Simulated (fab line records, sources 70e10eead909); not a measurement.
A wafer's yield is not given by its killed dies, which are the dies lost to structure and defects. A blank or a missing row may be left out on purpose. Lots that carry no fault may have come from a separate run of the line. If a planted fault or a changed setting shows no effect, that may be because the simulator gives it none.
Which of the tools did it?	flow nand-harc	Sampling: 11 lots, 33 wafers, 5 of 1302 route steps

WHAT THE GAUGES READ, wafer by wafer
NHARC_END_SORT_01. Usual: killed-at-array 58, standard deviation 20; killed-at-other 0.9, standard deviation 1.4; killed-at-periphery 4, standard deviation 3.1; killed-dies 63, standard deviation 20; killed-open 3.3, standard deviation 1.8; killed-short 2.4, standard deviation 1.5.
lot	measured	on	killed-at-array	killed-at-other	killed-at-periphery	killed-dies	killed-open	killed-short	flag
L659	day 28 09:01	prober-02	674 673 674	3 3 1	0 1 2	677 677 677	2 4 3	4 2 3	OFF
L661	day 29 02:30	prober-01	675 672 670	0 1 3	2 4 4	677 677 677	5 2 4	5 0 1	OFF
L667	day 31 19:05	prober-01	39 42 58	0 0 0	2 5 5	41 47 63	3 5 3	2 0 1	

WHICH TOOL RAN EACH LOT (tool, then ch and the chambers of the sampled wafers, then the start)
lot	NHARC_A_STAIRCASE_DESCUM_11	NHARC_A_STAIRCASE_ETCH_13	NHARC_A_STAIRCASE_TRIM_20	NHARC_A_STAIRCASE_ETCH_27
L653	rie-diel-01 ch 0,2,3, day 16 17:43	rie-diel-01 ch 1,2,3, day 16 18:51 or earlier	rie-diel-01 ch 0,1,3, day 16 18:51	rie-diel-01 ch 0,1,3, no start
L652	rie-diel-06 ch 0,1,3, day 16 18:17	rie-diel-06 ch 1,2,3, day 16 19:29 or earlier	rie-diel-13 ch 0,2,3, day 16 19:29	rie-diel-13 ch 0,2,3, no start
L655	rie-diel-06 ch 1,2,3, day 17 04:16	rie-diel-06 ch 0,2,3, day 17 05:53 or earlier	rie-diel-13 ch 0,1,3, day 17 05:53	rie-diel-13 ch 0,1,3, no start
L659	rie-diel-13 ch 2,3, day 18 18:58	rie-diel-13 ch 0,3, day 18 20:13 or earlier	rie-diel-01 ch 0,2,3, day 18 20:13	rie-diel-01 ch 0,1, day 28 09:01 or earlier
L661	rie-diel-06 ch 0,2,3, day 20 00:34	rie-diel-06 ch 2,3, day 20 01:52 or earlier	rie-diel-01 ch 1,2,3, day 20 01:52	rie-diel-01 ch 2,3, day 29 02:30 or earlier
L666	rie-diel-13 ch 0,1,2, day 21 21:21	rie-diel-13 ch 2,3, day 21 22:28 or earlier	rie-diel-06 ch 1,2,3, day 21 22:28	rie-diel-06 ch 0,3, no start
L667	rie-diel-13 ch 2,3, day 22 07:31	rie-diel-13 ch 2,3, day 22 09:36 or earlier	rie-diel-06 ch 2,3, day 22 09:36	rie-diel-06 ch 0,1,2, day 31 19:05 or earlier
L670	rie-diel-01 ch 0,1, day 23 15:22	rie-diel-01 ch 1,2, day 23 16:58 or earlier	rie-diel-13 ch 0,2,3, day 23 16:58	rie-diel-13 ch 0,1, no start
L669	rie-diel-13 ch 2,3, day 23 20:21	rie-diel-13 ch 2,3, day 23 21:31 or earlier	rie-diel-13 ch 0,1,2, day 23 21:31	rie-diel-13 ch 0,1,3, no start
L672	rie-diel-13 ch 2,3, day 25 05:41	rie-diel-13 ch 0,3, day 25 06:48 or earlier	rie-diel-01 ch 0,3, day 25 06:48	rie-diel-01 ch 1,2, no start
L674	rie-diel-06 ch 0,1,3, day 25 18:52	rie-diel-06 ch 2,3, day 25 19:59 or earlier	rie-diel-01 ch 1,3, day 25 19:59	rie-diel-01 ch 1,3, no start
- NHARC_A_STAIRCASE_DESCUM_11: chemistry O2, time 3 s.
- NHARC_A_STAIRCASE_ETCH_13: etches the open film in C4F8/O2, target depth 100 nm, time 40.5 s.
- NHARC_A_STAIRCASE_TRIM_20: chemistry O2, time 211.2 s.
- NHARC_A_STAIRCASE_ETCH_27: etches the open film in C4F8/O2, target depth 100 nm, time 40.5 s.

AS READ BY THE TOOLS THEMSELVES (means over the sampled wafers that have a number; for cases with no such wafer, the mark the record gives instead)
NHARC_A_STAIRCASE_DESCUM_11. Usual: drypump-motor-current-A 5.8 A, standard deviation 0.43; o2-flow-sccm 199.9 sccm, standard deviation 0.59; oes-product-au 1.002 a.u., standard deviation 0.0084; rf-vpp-V 57.8 V, standard deviation 0.97; showerhead-plenum-p-Torr 1.93 Torr, standard deviation 0.1; throttle-valve-pct 11.313 %, standard deviation 0.0094.
lot	tool	drypump-motor-current-A (A)	o2-flow-sccm (sccm)	oes-product-au (a.u.)	rf-vpp-V (V)	showerhead-plenum-p-Torr (Torr)	throttle-valve-pct (%)	flag
L653	rie-diel-01	5.9	200.3	0.998	58.5	1.98	11.307	
L652	rie-diel-06	5.9	199.7	1.018	57.1	1.87	11.311	
L655	rie-diel-06	5.5	200.7	1.014	57.4	1.82	11.311	
L659	rie-diel-13	6.3	200.0	1.001	57.2	1.97	11.313	
L661	rie-diel-06	5.7	200.0	1.013	57.4	1.87	11.305	
L666	rie-diel-13	5.7	199.7	0.997	58.1	1.95	11.317	
L667	rie-diel-13	6.3	199.8	1.002	57.3	1.97	11.309	
L670	rie-diel-01	5.5	200.8	0.992	57.6	1.86	11.304	
L669	rie-diel-13	6.2	199.8	1.009	57.9	1.96	11.311	
L672	rie-diel-13	6.3	199.9	0.997	57.5	1.96	11.302	
L674	rie-diel-06	5.9	200.0	1.000	57.9	1.95	11.312	

NHARC_A_STAIRCASE_ETCH_13. Usual: oes-product-au 0.944 a.u., standard deviation 0.011; rf-fwd-power-W 592.0 W, standard deviation 3; rf-vpp-V 897 V, standard deviation 6.2.
lot	tool	oes-product-au (a.u.)	rf-fwd-power-W (W)	rf-vpp-V (V)	flag
L653	rie-diel-01	0.954	590.8	894	
L652	rie-diel-06	0.952	593.4	890	
L655	rie-diel-06	0.954	593.0	894	
L659	rie-diel-13	0.952	590.8	903	
L661	rie-diel-06	0.949	595.3	890	
L666	rie-diel-13	0.937	589.1	899	
L667	rie-diel-13	0.930	593.3	899	
L670	rie-diel-01	0.934	589.5	893	
L669	rie-diel-13	0.948	591.7	899	
L672	rie-diel-13	0.957	588.8	902	
L674	rie-diel-06	0.929	593.5	890	

NHARC_A_STAIRCASE_TRIM_20. Usual: drypump-motor-current-A 5.8 A (standard deviation 0.44); o2-flow-sccm 500.0 sccm (standard deviation 1.5); oes-product-au 1.001 a.u. (standard deviation 0.0081); rf-vpp-V 57.9 V (standard deviation 0.94); run-length-s 232.5 s (standard deviation 0.46); showerhead-plenum-p-Torr 3.55 Torr (standard deviation 0.17); throttle-valve-pct 17.036 % (standard deviation 0.0081).
lot	tool	drypump-motor-current-A (A)	o2-flow-sccm (sccm)	oes-product-au (a.u.)	rf-vpp-V (V)	run-length-s (s)	showerhead-plenum-p-Torr (Torr)	throttle-valve-pct (%)	flag
L653	rie-diel-01	5.9	501.0	0.992	58.1	232.8	3.50	17.041	
L652	rie-diel-13	6.0	500.1	1.005	59.0	232.2	3.69	17.042	
L655	rie-diel-13	5.8	500.0	1.002	57.9	231.8	3.62	17.032	
L659	rie-diel-01	5.9	498.4	0.997	58.4	309.8	3.63	17.041	OFF
L661	rie-diel-01	6.0	500.5	0.988	57.9	309.9	3.47	17.035	OFF
L666	rie-diel-06	5.5	500.7	1.004	58.1	232.3	3.52	17.042	
L667	rie-diel-06	5.3	499.5	1.013	57.4	232.5	3.38	17.035	
L670	rie-diel-13	6.0	500.0	1.007	58.6	232.2	3.66	17.039	
L669	rie-diel-13	5.8	500.2	1.004	57.3	232.4	3.58	17.038	
L672	rie-diel-01	6.2	498.8	0.989	57.9	233.1	3.49	17.038	
L674	rie-diel-01	6.2	499.7	0.997	57.8	232.9	3.51	17.029	

NHARC_A_STAIRCASE_ETCH_27. Usual: oes-product-au 0.947 a.u., standard deviation 0.01; rf-fwd-power-W 591.8 W, standard deviation 2.6; rf-vpp-V 897 V, standard deviation 6.5.
lot	tool	oes-product-au (a.u.)	rf-fwd-power-W (W)	rf-vpp-V (V)	flag
L653	rie-diel-01	0.934	590.3	895	
L652	rie-diel-13	0.949	592.4	903	
L655	rie-diel-13	0.945	592.1	899	
L659	rie-diel-01	0.947	589.3	899	
L661	rie-diel-01	0.942	593.8	895	
L666	rie-diel-06	0.964	593.9	897	
L667	rie-diel-06	0.949	594.7	898	
L670	rie-diel-13	0.945	593.5	895	
L669	rie-diel-13	0.950	592.0	899	
L672	rie-diel-01	0.955	590.3	905	
L674	rie-diel-01	0.945	590.3	895	

THE ANSWER, worked out from the rows above alone
Rule: take the mean of a lot's wafers that have a number; if it is more than 3 standard deviations from the usual mean, the lot is off. Also off: a lot with no number at a reading for which 4 or more lots have one. The other lots that the step has rows for count as sound. Order of review: gauges by route order, followed by the tools' own readings, for which a lot's mean as printed above is used. The first step at which some lot is off is used, and at that step the reading that is off furthest; a lot without a number counts as furthest.
Off: L659, L661 (NHARC_END_SORT_01, killed-at-array). Neither off nor sound, because the step has no rows for them: L653, L652, L655, L666, L670, L669, L672, L674.
A tool fits if, at a process step before that reading, it ran every lot that is off, and no sound lot after the first of them. The gauges at NHARC_END_SORT_01 aren't tried: what is off there is off at NHARC_A_STAIRCASE_TRIM_20 too, on other tools, and a gauge's error can't cause that. With no start given for some of its lots, NHARC_A_STAIRCASE_ETCH_13 uses the hours and lot order of NHARC_A_STAIRCASE_TRIM_20. With no start given for some of its lots, NHARC_A_STAIRCASE_ETCH_27 uses the hours and lot order of NHARC_END_SORT_01. One candidate fits, namely rie-diel-01 at NHARC_A_STAIRCASE_TRIM_20 and NHARC_A_STAIRCASE_ETCH_27. It ran no sound lot before its first lot that is off in this sample, so the start can't be narrowed down.

WHAT THE SIMULATOR HAD INSERTED
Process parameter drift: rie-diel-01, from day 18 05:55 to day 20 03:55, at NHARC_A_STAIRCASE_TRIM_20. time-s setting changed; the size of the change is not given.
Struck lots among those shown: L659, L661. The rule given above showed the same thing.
